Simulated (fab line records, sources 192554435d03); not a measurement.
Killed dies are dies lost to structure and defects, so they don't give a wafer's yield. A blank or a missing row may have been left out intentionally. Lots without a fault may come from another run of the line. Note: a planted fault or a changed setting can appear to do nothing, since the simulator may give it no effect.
Matching of chambers    flow n5-finfet    4 sister chambers for N5_BEOL_M1_STRIP_19 on rie-diel-03
The step strips in O2. 8 wafers are shown with their chamber, then 12 later ones without.

WAFERS, EACH WITH ITS CHAMBER
wafer   chamber  showerhead-plenum-p-Torr (Torr)  drypump-motor-current-A (A)
L078.5  3        2.08                             5.6
L081.2  3        2.08                             5.6
L083.6  0        2.07                             6.4
L084.3  0        2.07                             6.4
L084.4  1        2.06                             6.1
L086.1  1        2.05                             6.0
L086.2  2        2.09                             5.4
L086.6  2        2.09                             5.5

WAFERS WITHOUT THEIR CHAMBER
wafer   showerhead-plenum-p-Torr (Torr)  drypump-motor-current-A (A)
L085.3  2.07                             6.4
L085.4  2.07                             5.6
L085.6  2.05                             6.1
L088.1  2.07                             6.4
L088.3  2.07                             5.6
L088.5  2.05                             6.0
L091.1  2.07                             6.4
L091.2  2.05                             6.0
L091.4  2.07                             5.6
L094.1  2.09                             5.5
L094.3  2.06                             6.4
L094.4  2.06                             6.3

THE CHAMBER EACH PASSED THROUGH
wafer   from the rows above      in truth
L085.3  0                        0
L085.4  3                        3
L085.6  1                        1
L088.1  0                        0
L088.3  3                        3
L088.5  1                        1
L091.1  0                        0
L091.2  1                        1
L091.4  3                        3
L094.1  2                        2
L094.3  0                        0
L094.4  can't be placed: 0 or 1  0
Correct placement for 11 of the 12. Unplaceable from these rows: 1, with the true chamber sitting among the candidates in 1. Wrongly placed: 0.
How it was worked out, from the rows above alone: a wafer's distance from a chamber is the root of the sum, over the readings, of the square of ((its reading less the chamber's mean) divided by the reading's scatter). The wafer belongs to the nearest chamber; if the next one is less than 2 further off, it can't be placed. Each chamber's mean is taken over the wafers shown for it. The scatter is the square root of a quotient: the sum, over the shown wafers, of each reading's squared deviation from its chamber's mean, divided by wafers minus chambers.
